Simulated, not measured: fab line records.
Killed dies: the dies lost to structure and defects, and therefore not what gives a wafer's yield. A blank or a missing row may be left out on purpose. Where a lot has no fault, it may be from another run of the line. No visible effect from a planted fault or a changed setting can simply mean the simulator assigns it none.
The same fault as seen by 2 desks | flow n5-finfet | each desk has only its own numbers; what lay behind them comes last

== FROM THE METROLOGY DESK ==
What the gauges read for every lot (on any tool): the sampled wafers with a number, averaged. A lot is out of limits, marked OUT, if its mean lies more than 4 standard deviations from the usual mean; the brackets give that distance.
Columns: A = cd-nm at N5_BEOL_M5_CD_MEAS_35, usual 28.2 nm
lot  | first seen here | A
L180 | day 9 22:35     | 28.0
L182 | day 10 15:00    | 27.5
L183 | day 11 04:04    | 27.8
L184 | day 11 10:03    | 28.4
L188 | day 12 16:53    | 27.7
L190 | day 12 18:50    | 27.6
L189 | day 12 19:16    | 28.2
L191 | day 13 06:44    | 28.2
L192 | day 14 00:43    | 28.0
L198 | day 14 22:52    | 28.7
L197 | day 14 23:08    | 28.3
L201 | day 15 15:40    | 27.9
L202 | day 15 16:03    | 28.2
Result from this desk: across the 13 lots, nothing is out of limits.

== THE TOOL OWNER'S DESK: cvd-co-02 ==
The tool's own readings at N5_BEOL_M5_CVD_47 (deposits Co from CCTBA/H2, target thk 3 nm, time 216 s): means of the sampled wafers that have a number, for each lot that ran on this tool. A lot is out of limits, marked OUT, if its mean lies more than 4 standard deviations from the usual mean; the brackets give that distance.
Columns: A = run-length-s at N5_BEOL_M5_CVD_47, usual 239.2 s
lot  | first seen here | A
L180 | day 9 23:51     | 238.7
L182 | day 10 16:16    | 238.7
L190 | day 12 21:37    | 239.1
L191 | day 13 07:52    | 239.0
L192 | day 14 02:55    | 239.0
L198 | day 14 23:54    | 146.7 (-99 or more) OUT
L197 | day 15 00:05    | 147.0 (-99 or more) OUT
This desk finds L197, L198 out of limits, L198 being first, at day 14 23:54 (run-length-s at N5_BEOL_M5_CVD_47). L180, L182, L190, L191, L192: within limits.

== PUT TOGETHER ==
At day 14 23:54, on L197, L198, the tool owner's desk was in a position to raise an alarm.
At the metrology desk, nothing out of limits was observed.
The metrology desk holds a record of L197, L198, inside its limits.
Every lot named ran N5_BEOL_M5_CVD_47 on cvd-co-02.

== WHAT THE SIMULATOR HAD PUT IN ==
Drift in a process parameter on cvd-co-02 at N5_BEOL_M5_CVD_47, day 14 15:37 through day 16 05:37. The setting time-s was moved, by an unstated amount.
Lots struck among those shown: L197, L198.
Each desk's first reading out of limits, in hours after the fault started: the tool owner's desk, 8.
